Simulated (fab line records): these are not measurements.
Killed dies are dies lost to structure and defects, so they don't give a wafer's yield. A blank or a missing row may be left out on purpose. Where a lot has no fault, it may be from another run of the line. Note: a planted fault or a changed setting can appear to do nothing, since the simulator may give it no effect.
Which of the tools did it? ; flow nandHarc ; 6 lots with 18 wafers sampled at 5 steps, on a route of 1302 steps

WHAT THE GAUGES SHOWED, per wafer
NHARC_END_SORT_01.
lot ; measured ; on ; killedAtArray

WHAT TOOL EACH LOT RAN ON (gives the tool, then ch and the chambers of the sampled wafers, and finally the start)
lot;NHARC_A_WL_FILL_CMP_12;NHARC_A_CONTACT_DEP_28;NHARC_A_CONTACT_ETCH_48;NHARC_A_CONTACT_ETCH_111
L714;cmp-01 ch 0,1, day 21 10:02;aclDep-01 ch 0, day 21 16:46;rieDiel-06 ch 1,3, day 21 22:12;harCapEtch-02 ch 0,1, day 22 01:17
L717;cmp-01 ch 0,3, day 23 00:33;aclDep-03 ch 0, day 23 03:47;rieDiel-06 ch 2,3, day 23 06:54;harCapEtch-02 ch 0,1, day 23 08:52
L722;cmp-02 ch 1,2,3, day 25 03:39;aclDep-01 ch 0, day 25 05:27;rieDiel-13 ch 0,2,3, day 25 09:53;harCapEtch-01 ch 1, day 25 11:58
L725;cmp-03 ch 1,3, day 26 00:12;aclDep-01 ch 0, day 26 02:04;rieDiel-13 ch 2,3, day 26 06:38;harCapEtch-01 ch 0,1, day 26 08:23
L731;cmp-02 ch 0,2,3, day 28 07:08;aclDep-02 ch 0, day 28 08:26;rieDiel-13 ch 0,1,3, day 28 13:33;harCapEtch-01 ch 0,1, day 28 15:19
L736;cmp-03 ch 0,2,3, day 31 00:22;aclDep-03 ch 0, day 31 01:30;rieDiel-13 ch 1,2,3, day 31 06:35;harCapEtch-03 ch 0,1, day 31 08:23
- NHARC_A_WL_FILL_CMP_12: polishes, t overpolish 30 s, target thk 100 nm.
- NHARC_A_CONTACT_DEP_28: deposits aC, target thk 7000 nm.
- NHARC_A_CONTACT_ETCH_48: etches the open film in CF4, target depth 39 nm, time 65 s.
- NHARC_A_CONTACT_ETCH_111: etches the open film in C4F8/O2/Ar, time 140 s, target depth 700 nm.

THE ANSWER, worked out from the rows above alone
Rule: usual is defined by the lots themselves. Put in order of their means at a reading, lots are off if they are a third of the lots or fewer, leave a main group of 4 or more, and stand apart from it by a gap of 3 or more times the standard deviation of the main group's means; of several such gaps the widest counts. The tables above print the reading to a certain number of digits; a main group whose means all agree to those digits is not used. Also off: a lot with no number at a reading for which 4 or more lots have one. All remaining lots with rows at the step are treated as sound.
No lot is off at any reading shown: from this, nothing can be told.

WHAT WAS PUT IN BY THE SIMULATOR
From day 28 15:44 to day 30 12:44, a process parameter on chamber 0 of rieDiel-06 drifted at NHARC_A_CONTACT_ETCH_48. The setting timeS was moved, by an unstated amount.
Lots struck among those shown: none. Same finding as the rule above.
